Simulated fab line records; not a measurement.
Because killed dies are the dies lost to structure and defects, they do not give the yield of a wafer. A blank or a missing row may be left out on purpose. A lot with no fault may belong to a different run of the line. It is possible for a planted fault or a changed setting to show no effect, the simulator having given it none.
8D (eight disciplines) problem report, filled in by code ; flow n5_finfet ; the parts of the form that need people (team, actions taken, sign-off) are left out

1. PROBLEM STATEMENT
Mean of time_to_endpoint_s at N5_BEOL_M6_CMP_52: 0 s across 6 wafers in 2 lots; on wafers with no fault it is 64 s (standard deviation 5.7). Relative to the usual mean, that is a shift of -11 standard deviations.
The step: polishes, stops on SiCOH lowk, t overpolish 6.9 s, target thk 80 nm.
Earliest sighting: wafer L520.3 on cmp-02 at day 12 02:36. At this step, 26 wafers from 9 lots have a number in the record. By rule, "out" or "out of limits" means more than 4 standard deviations away from the usual mean. Any other wafer with a number is counted as sound.

2. WHAT IT IS; WHAT IT IS NOT
question;is;is not
which readings at this step;time_to_endpoint_s;motor_current_A
which lots;L520, L522;L511, L523, L524, L527, L528, L529, L530
which wafers of those lots;all that have a number;-
read on which tools;cmp-02;cmp-01, cmp-03
when;from day 12 02:36;"up to then (3 sound wafers); but 17 sound wafers of L523, L524, L527, L528, L529, L530 came after"

3. WHAT RULES OUT EACH SUSPECT
Counting: a tool at a process step up to the reading stays a suspect if it ran every lot that is out and no sound lot after the first of them.
- pvd_sputter-02 at N5_BEOL_M6_SPUTTER_48 (material Cu, target thk 10 nm, time 1.667 s): ruled out as a lasting fault. Sound lots L523, L524, L528 ran on it after its first lot that is out, L520 (day 12 02:05).
- cmp-02 at N5_BEOL_M6_CMP_52 (polishes, stops on SiCOH lowk, t overpolish 6.9 s, target thk 80 nm): ruled out as a lasting fault. Sound lots L524, L529, L530 ran on it after its first lot that is out, L520 (day 12 02:36).
Left after counting: nothing in the record.

4. THE CAUSE (what the simulator had put in)
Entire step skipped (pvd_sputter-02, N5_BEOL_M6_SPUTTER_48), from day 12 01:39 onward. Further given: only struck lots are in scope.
Counting ruled it out, wrongly: the rule takes a fault to strike every lot that its tool runs from its start on, and this one did not.

5. THE EFFECT CHAIN, in route order
Each row: a reading whose mean over the struck wafers that have a number lies more than 3 standard deviations from the usual. Readings are gone through only where the record gives a usual standard deviation; hours: the median, over the lots, of the time from a lot's start at the first step in this table giving one to that lot's start at this step; sigmas: the change measured in usual standard deviations.
hours;step;reading;usual;on struck wafers;change;sigmas
0;N5_BEOL_M6_CMP_52;time_to_endpoint_s;64 s;0;-64;-11
80;N5_PASSIVATION_PROBE_49;defect_limited_yield;91.4 %;0.0;-91.4;-65
80;N5_PASSIVATION_PROBE_49;killed_at_M4_up;13;1090;+1077;+99 or more
80;N5_PASSIVATION_PROBE_49;killed_dies;102;1180;+1078;+67
80;N5_PASSIVATION_PROBE_49;killed_on_rim;13;152;+139;+33
80;N5_PASSIVATION_PROBE_49;sort_bin_5_function;5.1 %;96.5;+91.4;+99 or more
80;N5_PASSIVATION_PROBE_49;sort_n_pass;1078;0;-1078;-67
Process steps it contains:
- N5_BEOL_M6_CMP_52: polishes, stops on SiCOH lowk, t overpolish 6.9 s, target thk 80 nm.
- N5_PASSIVATION_PROBE_49
Readings that are blank on the struck wafers while sound wafers have them: bias_v at N5_BEOL_M6_SPUTTER_48; cathode_dc_power_W at N5_BEOL_M6_SPUTTER_48; chuck_gas_flow_sccm at N5_BEOL_M6_SPUTTER_48; throttle_valve_pct at N5_BEOL_M6_SPUTTER_48.

6. HOW IT WOULD HAVE BEEN CAUGHT EARLIER
In this record the first reading out of limits was taken at day 12 02:36, 1 hour after the fault began at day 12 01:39.
At N5_BEOL_M6_SPUTTER_48 the tool's readings are blank on the struck wafers, where sound wafers have them: an empty tool record is the first sign, and it was there at once.
